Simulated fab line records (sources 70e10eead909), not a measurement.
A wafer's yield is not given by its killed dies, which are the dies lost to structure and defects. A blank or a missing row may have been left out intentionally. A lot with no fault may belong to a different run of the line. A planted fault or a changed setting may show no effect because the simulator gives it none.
Comparing a struck lot with a sound one :: flow nand-harc :: 11 out of 1159 route steps
Sound: wafers L333.1, L333.2, L333.5. Wafers struck: L341.1, L341.4, L341.5. The cause comes at the end.
Per side, at each step with rows, come the tool, then ch with its chambers, and then its first start. Under that, the readings that differ: sound wafers :: struck wafers :: difference of the means :: sigmas: that difference in standard deviations of wafers without a fault.
alike: same words and numbers on both sides, and readings whose means sit less than 2 such deviations apart. not compared: any withheld reading, any reading some wafer has no value for, any bound like >300 that may hide the same value, and any number with overlapping values for which the record gives no deviation.
The two part at a step that has a row with sigmas, a row that says differs or no value, or rows on one side only. When numbers do not overlap yet have no deviation, they are printed without sigmas and do not part them. A reading missing from all wafers of one side parts the sides only when that side holds two or more wafers.

NHARC_A_STAIRCASE_DEP_322: deposits SiO2, target thk 3800 nm.
  sound on pecvd-01 ch 0,2, day 15 08:36; struck on pecvd-03 ch 0,1,2, day 17 18:09
  alike: heater-power-w, rf-fwd-power-W
then, 1 step without rows for these wafers: NHARC_A_STAIRCASE_ANNEAL_323 (time 1800 s).
NHARC_A_STAIRCASE_DEP_325: deposits SiO2, target thk 3800 nm.
  sound on pecvd-02 ch 0,1,2, day 15 18:11; struck on pecvd-03 ch 0,1,2, day 18 03:52
  alike: heater-power-w, rf-fwd-power-W
then, 6 steps without rows for these wafers: NHARC_A_STAIRCASE_ANNEAL_326 (time 1800 s); NHARC_A_STAIRCASE_DEHYDRATE_433 (time 120 s); NHARC_A_STAIRCASE_HMDS_434 (time 30 s); NHARC_A_STAIRCASE_COAT_435; NHARC_A_STAIRCASE_SOFTBAKE_436 (time 170 s); NHARC_A_STAIRCASE_EBR_437.
NHARC_A_STAIRCASE_EXPOSE_438: exposes mask STAIR REV.
  sound on krf-scanner-03 ch 0, day 16 02:46; struck on krf-scanner-02 ch 0, day 18 13:51
reading: model.A_STAIRCASE.overlay-x-nm (nm)
sound: 4.9 4.9 4.9
struck: 65.19 65.19 65.19
difference: +60.29
sigmas: 
  alike: mask, reticle-temp-C
then, 1 step without rows for these wafers: NHARC_A_STAIRCASE_PEB_439 (peb time 130 s).

WHERE THEY PART
Nowhere in this record.

WHY: what had been put in by the simulator
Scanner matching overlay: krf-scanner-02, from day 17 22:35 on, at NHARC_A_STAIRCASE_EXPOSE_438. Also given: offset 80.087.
